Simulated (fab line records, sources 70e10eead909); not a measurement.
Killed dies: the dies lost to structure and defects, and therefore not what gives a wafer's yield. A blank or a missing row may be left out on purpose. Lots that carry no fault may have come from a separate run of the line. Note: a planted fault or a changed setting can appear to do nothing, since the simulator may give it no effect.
Which of the tools did it? / flow nand harc / 33 wafers from 11 lots sampled at 5 of the route's 1159 steps

WHAT EACH GAUGE READ, for each wafer
NHARC_END_SORT_01.
lot=L358; measured=day 19 19:57; on=prober-02; killed dies=27 31 24
lot=L360; measured=day 20 12:20; on=prober-01; killed dies=17 11 24
lot=L361; measured=day 20 23:23; on=prober-01; killed dies=39 32 42
lot=L369; measured=day 22 18:03; on=prober-02; killed dies=677 677 677
lot=L370; measured=day 23 08:05; on=prober-01; killed dies=677 677 677
lot=L372; measured=day 23 16:43; on=prober-01; killed dies=677 677 677
lot=L373; measured=day 24 00:26; on=prober-02; killed dies=30 25 25
lot=L377; measured=day 24 00:30; on=prober-01; killed dies=31 31 32
lot=L375; measured=day 24 10:29; on=prober-01; killed dies=44 47 58
lot=L374; measured=day 24 17:32; on=prober-01; killed dies=28 30 32
lot=L378; measured=day 24 23:13; on=prober-02; killed dies=40 35 32

TOOL THAT RAN EACH LOT (tool first, then ch and the chambers of the sampled wafers, then the start)
lot=L358; NHARC_A_CONTACT_ETCH_89=rie diel-01 ch 1,2,3, day 17 11:19 or earlier; NHARC_A_CONTACT_ETCH_136=har cap etch-01 ch 0,1, day 17 11:19; NHARC_A_CONTACT_ETCH_110=rie diel-01 ch 0,1,3, day 17 13:19; NHARC_A_BLC_ETCH_18=rie diel-12 ch 1,2, day 17 16:45
lot=L360; NHARC_A_CONTACT_ETCH_89=rie diel-07 ch 0,1,2, day 17 21:57 or earlier; NHARC_A_CONTACT_ETCH_136=har cap etch-01 ch 0,1, day 17 21:57; NHARC_A_CONTACT_ETCH_110=rie diel-02 ch 1,2,3, day 17 23:50; NHARC_A_BLC_ETCH_18=rie diel-06 ch 0,1, day 18 06:10
lot=L361; NHARC_A_CONTACT_ETCH_89=rie diel-01 ch 0,1, day 18 13:05 or earlier; NHARC_A_CONTACT_ETCH_136=har cap etch-02 ch 0,1, day 18 13:05; NHARC_A_CONTACT_ETCH_110=rie diel-02 ch 0,2, day 18 14:30; NHARC_A_BLC_ETCH_18=rie diel-12 ch 0,1,3, day 18 22:06
lot=L369; NHARC_A_CONTACT_ETCH_89=rie diel-01 ch 0,1,2, day 20 10:01 or earlier; NHARC_A_CONTACT_ETCH_136=har cap etch-01 ch 0,1, day 20 10:01; NHARC_A_CONTACT_ETCH_110=rie diel-01 ch 0,1,2, day 20 11:17; NHARC_A_BLC_ETCH_18=rie diel-12 ch 0,1,3, day 20 14:44
lot=L370; NHARC_A_CONTACT_ETCH_89=rie diel-07 ch 0,1, day 20 19:40 or earlier; NHARC_A_CONTACT_ETCH_136=har cap etch-03 ch 0,1, day 20 19:40; NHARC_A_CONTACT_ETCH_110=rie diel-02 ch 0,2,3, day 20 21:04; NHARC_A_BLC_ETCH_18=rie diel-05 ch 1,2,3, day 21 00:40
lot=L372; NHARC_A_CONTACT_ETCH_89=rie diel-01 ch 0,2,3, day 20 20:36 or earlier; NHARC_A_CONTACT_ETCH_136=har cap etch-01 ch 0,1, day 20 20:36; NHARC_A_CONTACT_ETCH_110=rie diel-02 ch 0,2,3, day 20 21:54; NHARC_A_BLC_ETCH_18=rie diel-05 ch 0,2,3, day 21 09:42
lot=L373; NHARC_A_CONTACT_ETCH_89=rie diel-07 ch 1,2,3, day 21 14:16 or earlier; NHARC_A_CONTACT_ETCH_136=har cap etch-03 ch 0, day 21 14:16; NHARC_A_CONTACT_ETCH_110=rie diel-07 ch 0,1, day 21 16:11; NHARC_A_BLC_ETCH_18=rie diel-12 ch 0,1,3, day 22 02:55
lot=L377; NHARC_A_CONTACT_ETCH_89=rie diel-07 ch 1,2,3, day 21 22:07 or earlier; NHARC_A_CONTACT_ETCH_136=har cap etch-03 ch 0,1, day 21 22:07; NHARC_A_CONTACT_ETCH_110=rie diel-01 ch 0,2,3, day 21 23:35; NHARC_A_BLC_ETCH_18=rie diel-05 ch 0,2,3, day 22 06:26
lot=L375; NHARC_A_CONTACT_ETCH_89=rie diel-07 ch 0,1,3, day 22 06:54 or earlier; NHARC_A_CONTACT_ETCH_136=har cap etch-03 ch 0,1, day 22 06:54; NHARC_A_CONTACT_ETCH_110=rie diel-01 ch 1,3, day 22 08:31; NHARC_A_BLC_ETCH_18=rie diel-05 ch 0,1, day 22 12:01
lot=L374; NHARC_A_CONTACT_ETCH_89=rie diel-01 ch 0,3, day 22 09:17 or earlier; NHARC_A_CONTACT_ETCH_136=har cap etch-03 ch 0, day 22 09:17; NHARC_A_CONTACT_ETCH_110=rie diel-07 ch 2,3, day 22 11:17; NHARC_A_BLC_ETCH_18=rie diel-12 ch 2,3, day 22 18:24
lot=L378; NHARC_A_CONTACT_ETCH_89=rie diel-01 ch 0,1,2, day 22 18:35 or earlier; NHARC_A_CONTACT_ETCH_136=har cap etch-01 ch 1, day 22 18:35; NHARC_A_CONTACT_ETCH_110=rie diel-07 ch 0,1,2, day 22 19:55; NHARC_A_BLC_ETCH_18=rie diel-05 ch 2,3, day 23 02:40
- NHARC_A_CONTACT_ETCH_89: etches the open film in N2/H2, target depth 260 nm, time 475.3 s.
- NHARC_A_CONTACT_ETCH_136: etches the open film in C4F8/O2/Ar, time 132 s, target depth 1287 nm.
- NHARC_A_CONTACT_ETCH_110: etches the open film in CF4/O2, target depth 50 nm, overetch 5 nm, time 27.5 s.
- NHARC_A_BLC_ETCH_18: etches the open film in C4F8/O2/Ar, target depth 910 nm.

THE ANSWER, worked out from the rows above alone
Rule: the lots themselves supply what counts as usual. Put in order of their means at a reading, lots are off if they are a third of the lots or fewer, leave a main group of 4 or more, and stand apart from it by a gap of 3 or more times the standard deviation of the main group's means; of several such gaps the widest counts. The tables above print the reading to a certain number of digits; a main group whose means all agree to those digits is not used. A lot without any number at a reading at which 4 lots or more have one is off too. All remaining lots with rows at the step are treated as sound.
Off: L369, L370, L372 (NHARC_END_SORT_01, killed dies). Main group: mean 32, sd 8.9.
If a tool, at a process step before that reading, ran all the lots that are off and no sound lot after the first of them, it fits. Those tools and the gauges at NHARC_END_SORT_01 are tried in the same way. Because NHARC_A_CONTACT_ETCH_89 lacks a start for some lots, the hours and order of its lots are taken from NHARC_A_CONTACT_ETCH_136. No candidate that was tried fits.

WHAT WAS PUT IN BY THE SIMULATOR
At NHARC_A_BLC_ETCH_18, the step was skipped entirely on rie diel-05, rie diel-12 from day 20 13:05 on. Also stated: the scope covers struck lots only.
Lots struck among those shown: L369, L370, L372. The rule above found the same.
